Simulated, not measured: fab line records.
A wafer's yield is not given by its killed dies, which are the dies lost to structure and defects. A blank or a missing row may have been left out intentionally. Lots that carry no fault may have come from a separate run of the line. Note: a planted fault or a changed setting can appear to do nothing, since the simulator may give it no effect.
A lot that was struck, set against a sound lot / flow nand_harc / 18 steps out of a route of 1302
Sound: these wafers, L326.4, L326.5, L326.6. The struck wafers were L322.1, L322.3, L322.4. The cause comes at the end.
Each step with rows lists, per side, the tool, then ch with its chambers, then its first start. Under that, the readings that differ: sound wafers / struck wafers / difference of the means / sigmas: that difference in standard deviations of wafers without a fault.
alike: same words and numbers on both sides, and readings whose means sit less than 2 such deviations apart. not compared: any withheld reading, any reading some wafer has no value for, any bound like >300 that may hide the same value, and any number with overlapping values for which the record gives no deviation.
The two part at a step that has a row with sigmas, a row that says differs or no value, or rows on one side only. Non-overlapping numbers with no deviation appear without sigmas and do not part them. A reading missing from all wafers of one side parts the sides only when that side holds two or more wafers.

first, 1 step without rows for these wafers: NHARC_A_ONON_D1_DEP_12 (target thk 1000 nm).
NHARC_A_ONON_D1_THK_MEAS_14: measures by ellipsometry.
  sound on film_metro-01 at day 16 23:19; struck on film_metro-01 at day 14 19:49
  alike: thk_nm
then, 2 steps without rows for these wafers: NHARC_A_ONON_D1_ANNEAL_15 (time 3600 s); NHARC_A_ONON_D1_DEP_16 (target thk 1000 nm).
NHARC_A_ONON_D1_THK_MEAS_18: measures by ellipsometry.
  sound on film_metro-01 at day 17 10:29; struck on film_metro-01 at day 15 03:39
  alike: thk_nm
then NHARC_A_ONON_D1_DEP_19 (target thk 1000 nm), 1 step lacking rows for these wafers.
NHARC_A_ONON_D1_THK_MEAS_21: measures by ellipsometry.
  sound on film_metro-01 at day 17 11:04; struck on film_metro-01 at day 15 04:13
  alike: thk_nm
then NHARC_A_ONON_D1_DEP_22 (target thk 1000 nm), 1 step lacking rows for these wafers.
NHARC_A_ONON_D1_THK_MEAS_24: measures by ellipsometry.
  sound on film_metro-01 at day 17 11:38; struck on film_metro-01 at day 15 04:47
  alike: thk_nm
then NHARC_A_ONON_D1_DEP_25 (target thk 1000 nm), 1 step lacking rows for these wafers.
NHARC_A_ONON_D1_THK_MEAS_27: measures by ellipsometry.
  sound on film_metro-01 at day 17 12:11; struck on film_metro-01 at day 15 05:21
reading=thk_nm (nm); sound=1022 1020 1021; struck=987 988 986; difference=-34; sigmas=-3
NHARC_A_ONON_D1_DEP_28: target thk 1000 nm.
  sound on pecvd_onon-04 ch 0, day 17 12:25; struck on pecvd_onon-01 ch 0, day 15 05:25
NHARC_A_ONON_D1_THK_MEAS_30: measures by ellipsometry.
  sound on film_metro-01 at day 17 12:45; struck on film_metro-01 at day 15 05:55
  alike: thk_nm
NHARC_A_ONON_D1_DEP_33: deposits SiO2, target thk 200 nm.
  sound on pecvd-02 ch 0,1,2, day 17 12:57; struck on pecvd-03 ch 1,2, day 15 05:59
  alike: heater_power_outer_w, heater_power_w, throttle_valve_pct
NHARC_A_ONON_D1_THK_MEAS_34: measures by ellipsometry.
  sound on film_metro-02 at day 17 13:14; struck on film_metro-01 at day 15 06:23
  alike: thk_nm
NHARC_A_ONON_D1_INSPECT_32:
  sound on defect_inspect-01 at day 17 13:17; struck on defect_inspect-01 at day 15 06:28
reading=raw_defect_count; sound=50 50 74; struck=362 331 366; difference=+295; sigmas=+11
NHARC_A_CHANNEL_HOLE_D1_DEP_00: deposits aC, target thk 3100 nm.
  sound on acl_dep-02 ch 0, day 17 14:42; struck on acl_dep-02 ch 0, day 15 06:32
  alike: throttle_valve_pct
-- the record jumps here: 16 days lie between the struck wafers' starts before and after (it left off in module A_CHANNEL_HOLE_D1 and takes up again in module END, whose first step shown is number 1302 of the route) --
NHARC_END_SORT_01:
  only the struck wafers appear in the record here, on prober-01 ch 0 at day 31 05:47; the sound ones have no rows

WHERE THEY PART
Last at NHARC_END_SORT_01 as far as this record goes, first at NHARC_A_ONON_D1_THK_MEAS_27.

WHY: what had been put in by the simulator
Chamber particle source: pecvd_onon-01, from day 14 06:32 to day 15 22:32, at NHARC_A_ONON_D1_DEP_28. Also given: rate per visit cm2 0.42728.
